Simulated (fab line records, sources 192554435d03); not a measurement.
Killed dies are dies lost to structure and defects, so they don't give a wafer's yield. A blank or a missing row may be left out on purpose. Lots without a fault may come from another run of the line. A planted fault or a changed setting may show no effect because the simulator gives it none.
Split-lot experiment | flow n5_finfet | 7 lots, 21 wafers read, on a route of 1938 steps

THE SPLIT
At N5_MOL_CONTACT_COAG_ALD_131 (deposits SiO2, target thk 5 nm, pulse time 1 s, co reactant pulse time 1 s), the setting ald_cycles was moved away from the recipe's 35 on 7 of the 21 wafers read, by -8.6% to +14.3%. The other wafers ran this setting at the recipe's value.

The reading is taken at the split's own step.

THE READING
SiO2_of_MOL_CONTACT_COAG_ALD_131.thk_nm (the simulator's own value, which no gauge read), in nm, at N5_MOL_CONTACT_COAG_ALD_131 (deposits SiO2, target thk 5 nm, pulse time 1 s, co reactant pulse time 1 s). The file gives no usual value for it.

wafer  | tool, chamber at the split | ald_cycles as run | against the recipe | SiO2_of_MOL_CONTACT_COAG_ALD_131.thk_nm, nm | against lot-mates on the recipe
L081.2 | ald_sin-02, 1              | 35                | recipe             | 5                                           | -
L081.4 | ald_sin-02, 3,1            | 32                | -8.6%              | 4.6                                         | -0.4
L081.6 | ald_sin-02, 3,1            | 32                | -8.6%              | 4.6                                         | -0.4
L082.4 | ald_sin-03, 3              | 35                | recipe             | 5                                           | -
L082.5 | ald_sin-03, 1,2            | 40                | +14.3%             | 5.8                                         | +0.8
L082.6 | ald_sin-03, 1,2            | 40                | +14.3%             | 5.8                                         | +0.8
L085.2 | ald_sin-03, 1,2            | 35                | recipe             | 5                                           | -
L085.4 | ald_sin-03, 1,2            | 35                | recipe             | 5                                           | -
L085.3 | ald_sin-03, 0              | 32                | -8.6%              | 4.6                                         | -0.4
L086.1 | ald_sin-02, 0,1,0          | 35                | recipe             | 5                                           | -
L086.3 | ald_sin-02, 0,1,0          | 35                | recipe             | 5                                           | -
L086.5 | ald_sin-02, 0,1,0          | 35                | recipe             | 5                                           | -
L089.4 | ald_sin-03, 0,0,3          | 35                | recipe             | 5                                           | -
L089.5 | ald_sin-03, 0,0,3          | 35                | recipe             | 5                                           | -
L089.6 | ald_sin-03, 0,0,3          | 35                | recipe             | 5                                           | -
L090.2 | ald_sin-02, 3,2,1          | 35                | recipe             | 5                                           | -
L090.3 | ald_sin-02, 3,2,1          | 35                | recipe             | 5                                           | -
L090.4 | ald_sin-02, 3,2,1          | 35                | recipe             | 5                                           | -
L097.4 | ald_sin-02, 1              | 35                | recipe             | 5                                           | -
L097.5 | ald_sin-02, 0,1            | 38                | +8.6%              | 5.4                                         | +0.4
L097.6 | ald_sin-02, 0,1            | 38                | +8.6%              | 5.4                                         | +0.4
Where a row lists several chambers, the file gives one row for several wafers and doesn't say which wafer went through which chamber.

THE FIT
A straight line over all 21 wafers: SiO2_of_MOL_CONTACT_COAG_ALD_131.thk_nm changes by +0.0514 nm for each +1% of ald_cycles; r = +1.00; the points scatter about the line by 0.029 nm.
The same after taking each lot's own level away (the mean of its wafers on the recipe; 21 wafers): +0.0514 nm for each +1%; r = +1.00; scatter 0.029 nm.
On that fit, the largest move of ald_cycles shifts the reading by 0.73 nm.
The lots' own levels span 5.00 to 5.00 nm.
So the lot-to-lot level changes the slope little: the two slopes agree.
Check: with one of the wafers moved furthest among these (+14.3%) left out of the fit, the line predicts +0.719 nm for it against its lot-mates. It came out at +0.8 nm against them.

OTHER SPLITS ON THESE WAFERS
These wafers also went through other splits before the reading. Each is held against what the fit with the lots' levels taken away leaves over:
other split on the same wafers        | wafers away from the commonest value | r with SiO2_of_MOL_CONTACT_COAG_ALD_131.thk_nm (lot level and that fit taken away)
N5_SDB_ALD_29 ald_cycles              | 2                                    | -0.10
N5_HKMG_FIN_EXPOSE_09 dose_mj         | 7                                    | +0.09
N5_HKMG_FIN_DEVELOP_11 develop_time_s | 5                                    | +0.16

THE FILE'S OWN FIT
SiO2_of_MOL_CONTACT_COAG_ALD_131.thk_nm changes by +0.0512 nm for each +1% of ald_cycles, r = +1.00.
